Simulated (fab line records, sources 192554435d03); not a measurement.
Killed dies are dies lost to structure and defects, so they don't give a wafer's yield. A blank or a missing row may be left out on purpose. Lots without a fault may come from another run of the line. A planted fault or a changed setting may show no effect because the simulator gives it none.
fab line records | flow n5_finfet
record lots=9 wafers=26 last_day=17
route steps=1938 shown FIN_SAQP@139 BEOL_M4@1111 PASSIVATION@1936
lots that met no fault: from a run of the same line without faults
start_h: hours from the record's first day to the start of the lot's first wafer shown | wait_h: hours since the lot's step before | " the same as in the row above | L1.1+2: a row that stands for several wafers | - no value, or no start given | * or withheld: withheld | < > ~ a bound
route shown NAME@n: a module of which the file shows steps, and the number in the route of the first | usual: mean/standard deviation of fault-free wafers | same: alike in all rows | chamber/n: place in a boat | sites: the reading at each site | _std_site: their standard deviation | _edge_site: outer sites' mean less inner sites' | radius_mm: how far each site lies from the wafer's centre | mask NAME#n: copy n | behind: the tool/chamber that last shaped the wafer | hold: why the lot was held/for how many hours/how that ended | device: the transistor (n, p or np) that didn't switch | end of line: the same wafers' tests at the end of the route | a step without rows: its recipe alone | killed: dies lost to structure and defects at the first sort, not the wafer's yield | map: a wafer's dies, x killed, . not, _ none there
set.NAME: the setting as run; set.NAME@STEP: as run at that earlier step | model.NAME: the simulator's own value behind a step, which no gauge read
steps of the route over a sample of lots; a table a step, a row a wafer
services: from which hour (start_h, from the record's first day; less than 0 if before it) a tool's chamber was out of use, for how many hours, and why
## steps
# step N5_FIN_SAQP_SPACER2_ETCHBACK_29
# recipe chemistry=CHF3/O2 mode=anisotropic_etchback target=SiO2 target_depth_a=122 time_s=6.1 pressure_mtorr=30 source_w=650 bias_w=170 Ar_flow_sccm=200 CHF3_flow_sccm=50 O2_flow_sccm=5 ion_energy_ev=200
# usual drypump_motor_current_A=5.7/0.6 oes_product_au=0.81/0.1 rf_vpp_V=519/9 showerhead_plenum_p_Torr=2.36/0.055 throttle_valve_pct=18.94/0.23
# columns lot.wafer tool chamber start_h wait_h drypump_motor_current_A oes_product_au rf_hours_counter_h rf_vpp_V showerhead_plenum_p_Torr throttle_valve_pct
L290.3 rie_diel-03 3 31.33 0.2 6.5 0.70 227 532 2.30 19.08
L290.5 " 1 " " 6.5 0.72 - 506 2.32 19.12
L291.1 rie_diel-06 1 37.95 0.2 4.9 0.89 46 530 2.35 18.83
L291.2 " 3 " " 6.7 0.71 220 518 2.37 19.15
L291.5 " 1 " " 4.9 0.89 - 532 2.35 18.82
L293.3 rie_diel-04 0 50.29 0.2 5.5 0.79 96 519 2.33 18.82
L293.5 " 0 " " 5.5 0.79 - 520 2.33 18.80
L293.6 " 3 " " 5.7 0.95 - 519 2.38 19.05
L299.3 rie_diel-03 1 87.99 0.2 6.6 0.70 193 505 2.31 19.16
L299.5 " 1 " " 6.6 0.70 - 506 2.31 19.17
L299.6 " 3 " " 6.5 0.68 - 531 2.29 19.12
L300.1 rie_diel-04 1 92.17 0.2 6.1 0.91 23 512 2.35 18.54
L300.2 " 0 " " 5.5 0.77 114 519 2.32 18.83
L300.5 " 2 " " 5.9 0.72 - 511 2.40 19.13
L301.1 rie_diel-06 0 101.24 0.3 5.2 0.87 32 529 2.37 18.90
L301.3 " 1 " " 4.9 0.85 64 530 2.34 18.85
L301.4 " 2 " " 5.4 0.73 193 513 2.30 19.09
L306.2 rie_diel-04 0 127.86 0.2 5.5 0.77 126 518 2.32 18.87
L306.4 " 3 " " 5.6 0.89 - 517 2.37 19.10
L306.5 " 0 " " 5.5 0.76 - 520 2.32 18.87
L308.1 rie_diel-06 0 140.83 0.2 5.2 0.86 47 531 2.37 18.92
L308.3 " 1 " " 4.8 0.83 80 530 2.34 18.89
L308.5 " 0 " " 5.2 0.86 - 529 2.37 18.92
L312.2 rie_diel-03 1 164.25 0.2 6.6 0.68 223 506 2.30 19.21
L312.3 " 0 " " 5.0 0.88 34 518 2.46 19.03
L312.6 " 2 " " 4.8 0.90 - 534 2.34 18.37
# step N5_FIN_SAQP_HM_CD_35
# recipe target_cd_nm=8 polarity=line
# usual cd_nm=8.08/0.24
# columns lot.wafer tool chamber start_h wait_h cd_nm
L290.3 cd_sem-03 - 31.80 0.1 8.01
L290.5 " - " " 8.12
L291.1 cd_sem-03 - 38.42 0.1 8.09
L291.2 " - " " 8.09
L291.5 " - " " 7.79
L293.3 cd_sem-03 - 50.93 0.1 8.12
L293.5 " - " " 7.89
L293.6 " - " " 8.09
L299.3 cd_sem-01 - 88.46 0.1 7.97
L299.5 " - " " 8.27
L299.6 " - " " 8.15
L300.1 cd_sem-02 - 92.63 0.1 7.99
L300.2 " - " " 8.17
L300.5 " - " " 7.91
L301.1 cd_sem-03 - 101.70 0.1 8.32
L301.3 " - " " 7.96
L301.4 " - " " 8.14
L306.2 cd_sem-02 - 128.33 0.1 8.29
L306.4 " - " " 8.32
L306.5 " - " " 7.94
L308.1 cd_sem-02 - 141.40 0.1 8.69
L308.3 " - " " 8.12
L308.5 " - " " 8.15
L312.2 cd_sem-01 - 164.71 0.1 8.38
L312.3 " - " " 7.78
L312.6 " - " " 8.33
# step N5_FIN_SAQP_FIN_ETCH_36
# recipe chemistry=HBr/Cl2/O2 target_depth_a=1200 mask_material=SiNx time_s=50.4 bias_w=102 pressure_mtorr=10 icp_w=800 HBr_flow_sccm=150 Cl2_flow_sccm=80 O2_flow_sccm=12
# usual drypump_motor_current_A=5.82/0.29 oes_o_777_au=1.01/0.079 oes_product_au=1.003/0.027 rf_fwd_power_W=796.3/2.5 throttle_valve_pct=36.0/0.46
# columns lot.wafer tool chamber start_h wait_h drypump_motor_current_A oes_o_777_au oes_product_au rf_fwd_power_W rf_hours_counter_h throttle_valve_pct
L290.3 rie_si-04 0 31.86 0.0 6.55 1.02 1.024 800.0 0 36.3
L290.5 " 2 " " 5.97 0.97 0.999 801.6 - 36.5
L291.1 rie_si-04 0 38.49 0.0 6.54 1.03 1.017 795.1 0 36.3
L291.2 " 1 " " 5.90 0.88 0.949 792.3 65 36.1
L291.5 " 2 " " 5.98 0.98 0.991 796.0 - 36.5
L293.3 rie_si-03 3 50.99 0.0 6.07 0.94 0.968 792.8 2 36.0
L293.5 " 1 " " 5.65 1.08 1.015 798.8 - 36.3
L293.6 " 2 " " 5.51 1.04 0.999 794.7 - 35.0
L299.3 rie_si-04 3 88.52 0.0 5.98 1.48 1.064 943.8 50 35.9
L299.5 " 2 " " 5.93 1.43 1.062 942.1 - 36.4
L299.6 " 3 " " 5.99 1.47 1.081 940.8 - 35.9
L300.1 rie_si-04 3 92.70 0.0 6.01 1.48 1.077 946.5 50 35.9
L300.2 " 0 " " 6.54 1.48 1.077 939.3 1 36.2
L300.5 " 3 " " 5.99 1.48 1.078 944.1 - 35.9
L301.1 rie_si-04 1 101.77 0.0 5.92 1.29 1.005 943.2 66 36.0
L301.3 " 2 " " 6.00 1.43 1.037 940.9 25 36.4
L301.4 " 3 " " 5.98 1.48 1.073 939.2 50 35.9
L306.2 rie_si-03 2 128.39 0.0 5.52 1.04 0.985 797.2 58 35.1
L306.4 " 1 " " 5.66 1.09 1.006 802.0 6 36.2
L306.5 " 1 " " 5.68 1.09 1.004 799.1 - 36.2
L308.1 rie_si-03 0 141.47 0.0 5.99 1.14 1.046 794.9 28 36.3
L308.3 " 3 " " 6.05 0.94 0.972 795.3 4 35.9
L308.5 " 2 " " 5.56 1.04 0.991 793.6 - 35.1
L312.2 rie_si-03 0 164.78 0.0 6.06 1.14 1.046 791.9 29 36.3
L312.3 " 2 " " 5.55 1.02 1.002 794.6 59 35.0
L312.6 " 0 " " 6.00 1.13 1.042 792.5 - 36.3
# step N5_FIN_SAQP_OCD_MEAS_76
# usual trench_depth_nm=120.2/2.1
# columns lot.wafer tool chamber start_h wait_h trench_depth_nm
L290.3 ocd-01 - 32.09 0.0 123.1
L290.5 " - " " 118.5
L291.1 ocd-01 - 38.71 0.0 121.0
L291.2 " - " " 116.4
L291.5 " - " " 118.0
L293.3 ocd-01 - 51.21 0.0 117.6
L293.5 " - " " 121.5
L293.6 " - " " 120.5
L299.3 ocd-01 - 88.75 0.0 130.8
L299.5 " - " " 127.8
L299.6 " - " " 130.8
L300.1 ocd-01 - 92.92 0.0 130.6
L300.2 " - " " 131.3
L300.5 " - " " 131.5
L301.1 ocd-02 - 101.98 0.0 127.2
L301.3 " - " " 125.0
L301.4 " - " " 130.7
L306.2 ocd-01 - 128.61 0.0 117.9
L306.4 " - " " 120.5
L306.5 " - " " 120.7
L308.1 ocd-02 - 141.69 0.0 122.5
L308.3 " - " " 118.0
L308.5 " - " " 118.3
L312.2 ocd-01 - 165.00 0.0 122.3
L312.3 " - " " 119.5
L312.6 " - " " 122.8
# step N5_FIN_SAQP_INSPECT_40
# recipe inspect_instrument=brightfield mode=aei
# usual raw_defect_count=228/66
# columns lot.wafer tool chamber start_h wait_h raw_defect_count
L290.3 defect_inspect-02 - 32.12 0.0 197
L290.5 " - " " 153
L291.1 defect_inspect-02 - 38.74 0.0 165
L291.2 " - " " 217
L291.5 " - " " 231
L293.3 defect_inspect-02 - 51.24 0.0 262
L293.5 " - " " 228
L293.6 " - " " 203
L299.3 defect_inspect-01 - 88.78 0.0 190
L299.5 " - " " 166
L299.6 " - " " 189
L300.1 defect_inspect-01 - 92.95 0.0 228
L300.2 " - " " 214
L300.5 " - " " 183
L301.1 defect_inspect-01 - 102.02 0.0 146
L301.3 " - " " 197
L301.4 " - " " 230
L306.2 defect_inspect-02 - 128.64 0.0 245
L306.4 " - " " 201
L306.5 " - " " 200
L308.1 defect_inspect-01 - 141.72 0.0 360
L308.3 " - " " 220
L308.5 " - " " 213
L312.2 defect_inspect-01 - 165.03 0.0 178
L312.3 " - " " 244
L312.6 " - " " 186
# step N5_BEOL_M4_RC_MEAS_101
# usual DIBL_N=36.0/1.6 DIBL_P=36.1/2 IOFF_N=0.160/0.029 IOFF_P=0.21/0.039 ION_N=675/13 ION_P=464/8.8 SS_N=71.5/0.58 SS_P=73.3/0.65 VT_N=250/3.3 VT_P=-249/3.6
# columns lot.wafer tool chamber start_h wait_h DIBL_N[mV/V] DIBL_P[mV/V] IOFF_N[nA/um] IOFF_P[nA/um] ION_N[uA/um] ION_P[uA/um] SS_N[mV/dec] SS_P[mV/dec] VT_N[mV] VT_P[mV]
L290.3 prober-01 0 169.61 0.3 37.5 36.4 0.174 0.24 666 460 71.8 74.0 251 -248
L290.5 " 0 " " 36.0 34.5 0.149 0.21 667 460 71.1 72.7 251 -250
L291.1 prober-01 0 175.16 0.0 34.1 34.5 0.128 0.17 666 456 72.0 72.5 252 -252
L291.2 " 0 " " 36.9 37.5 0.173 0.22 693 473 71.0 73.4 248 -248
L291.5 " 0 " " 33.7 33.5 0.118 0.15 665 452 71.2 72.2 255 -255
L293.3 prober-02 0 191.35 0.3 33.7 35.3 0.146 0.19 678 463 71.2 73.1 250 -252
L293.5 " 0 " " 32.2 33.5 0.118 0.17 675 466 70.8 72.7 253 -250
L293.6 " 0 " " 35.7 37.8 0.175 0.23 678 463 70.7 73.7 247 -249
L299.3 prober-02 0 234.71 0.3 36.0 36.3 0.159 0.22 677 462 72.4 72.6 249 -247
L299.5 " 0 " " 36.1 37.0 0.159 0.25 676 470 72.8 73.7 249 -243
L299.6 " 0 " " 37.4 38.4 0.173 0.26 670 457 72.0 73.4 249 -247
L300.1 prober-01 0 236.24 0.0 38.6 40.3 0.223 0.31 695 481 72.7 74.5 245 -243
L300.2 " 0 " " 38.0 39.5 0.201 0.30 693 486 71.7 74.5 246 -243
L300.5 " 0 " " 36.7 38.1 0.164 0.25 668 473 72.0 73.6 252 -246
L301.1 prober-02 0 238.06 0.0 35.0 33.7 0.133 0.18 679 469 70.4 73.2 251 -253
L301.3 " 0 " " 35.6 34.8 0.148 0.20 676 471 70.7 72.8 251 -251
L301.4 " 0 " " 36.2 35.2 0.158 0.20 692 473 72.0 73.3 248 -250
L306.2 prober-01 0 268.24 0.2 37.1 38.1 0.203 0.22 685 463 71.5 73.6 245 -248
L306.4 " 0 " " 35.7 36.5 0.154 0.20 661 463 71.4 73.8 248 -248
L306.5 " 0 " " 34.8 35.1 0.144 0.18 670 455 70.7 72.9 250 -253
L308.1 prober-01 0 297.94 0.0 34.8 34.0 0.146 0.17 687 463 70.9 72.3 247 -252
L308.3 " 0 " " 36.2 35.5 0.154 0.20 681 469 71.5 73.7 248 -250
L308.5 " 0 " " 36.8 35.9 0.174 0.21 699 468 71.2 73.0 247 -250
L312.2 prober-01 0 302.01 0.2 37.1 39.3 0.192 0.30 682 472 70.9 74.7 245 -242
L312.3 " 0 " " 37.2 38.6 0.181 0.27 677 469 72.6 73.8 247 -246
L312.6 " 0 " " 38.8 40.2 0.234 0.31 687 468 72.1 74.1 244 -242
# step N5_PASSIVATION_PROBE_49
# usual defect_limited_yield=91.0/1.3 killed_at_M0_to_M3=36/9.5 killed_at_M4_up=14/5.6 killed_at_contacts=12/6.4 killed_at_front_end=40/10 killed_at_other=3.2/3 killed_dies=107/15 killed_open=69/12 killed_short=35/7.7 sort_bin_5_function=5.3/0.91 sort_bin_6_memory=3.3/0.65 sort_n_pass=1073/15 sort_yield_pct=91.0/1.3
# same gross_dies=1180 killed_at_back_side=0 sort_bin_4_leakage[%]=0 sort_bin_8_speed[%]=0
# columns lot.wafer tool chamber start_h wait_h defect_limited_yield[%] killed_at_M0_to_M3 killed_at_M4_up killed_at_contacts killed_at_front_end killed_at_other killed_dies killed_open killed_short sort_bin_5_function[%] sort_bin_6_memory[%] sort_n_pass sort_yield_pct[%]
L306.4 prober-02 - 381.88 0.2 90.2 36 22 26 31 1 116 77 35 6.1 3.3 1064 90.2
# killed by level:class
L306.4 MOL_CONTACT_COAG:geometric_particle:open=19 BEOL_M4:geometric_particle:open=13 BEOL_M3:geometric_particle:open=12 FIN_SAQP:geometric_particle:open=8 MOL_CONTACT_COAG:geometric_particle:short=7 STI_FIN_REVEAL:geometric_particle:open=5 BEOL_M0_SAQP:geometric_particle:short=5 BEOL_M3:geometric_particle:short=4
## services
# columns tool chamber start_h hours kind
rie_diel-03 0 11.54 4.0 repair
rie_diel-04 1 15.77 - clean
rie_diel-04 1 15.77 - consumable_replace:focus_ring
rie_diel-04 1 15.77 18.7 scheduled_down
rie_diel-04 1 15.77 18.7 vent_cycle
rie_diel-04 2 31.94 2.5 repair
rie_diel-03 0 54.03 - clean
rie_diel-03 0 54.03 - consumable_replace:focus_ring
rie_diel-03 0 54.03 24.2 scheduled_down
rie_diel-03 0 54.03 24.2 vent_cycle
rie_diel-03 2 78.36 - clean
rie_diel-03 2 78.36 - consumable_replace:focus_ring
rie_diel-03 2 78.36 23.1 scheduled_down
rie_diel-03 2 78.36 23.1 vent_cycle
rie_si-03 - 81.65 0.4 repair
rie_diel-06 3 81.71 6.0 repair
rie_diel-03 - 97.60 2.8 pm
rie_diel-03 3 101.64 - clean
rie_diel-04 1 120.81 9.9 repair
rie_diel-06 3 135.20 - clean
rie_diel-06 3 135.20 - consumable_replace:focus_ring
rie_diel-06 3 135.20 16.4 scheduled_down
rie_diel-06 3 135.20 16.4 vent_cycle
rie_diel-04 0 148.13 8.1 repair
## key
first_sign step=N5_FIN_SAQP_FIN_ETCH_36 reading=rf_fwd_power_W direction=up sigmas=58 usual=* struck=*
effect step=N5_FIN_SAQP_FIN_ETCH_36 reading=oes_o_777_au direction=up sigmas=5.5 usual=1.01 struck=1.45
effect step=N5_FIN_SAQP_OCD_MEAS_76 reading=trench_depth_nm direction=up sigmas=4.4 usual=120.2 struck=129.5
met_at N5_FIN_SAQP_FIN_ETCH_36
struck_lots L299,L300,L301
not_acting_at N5_FIN_SAQP_SPACER2_ETCHBACK_29,N5_FIN_SAQP_HM_CD_35,N5_FIN_SAQP_INSPECT_40
onset_between 38.49 88.52
fault kind=process_parameter_drift tool=rie_si-04 chamber=- onset_h=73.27 steps=N5_FIN_SAQP_FIN_ETCH_36 channel=icp_w offset=144 shape=step end_h=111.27 acts_in=these_recipes_only stated=800
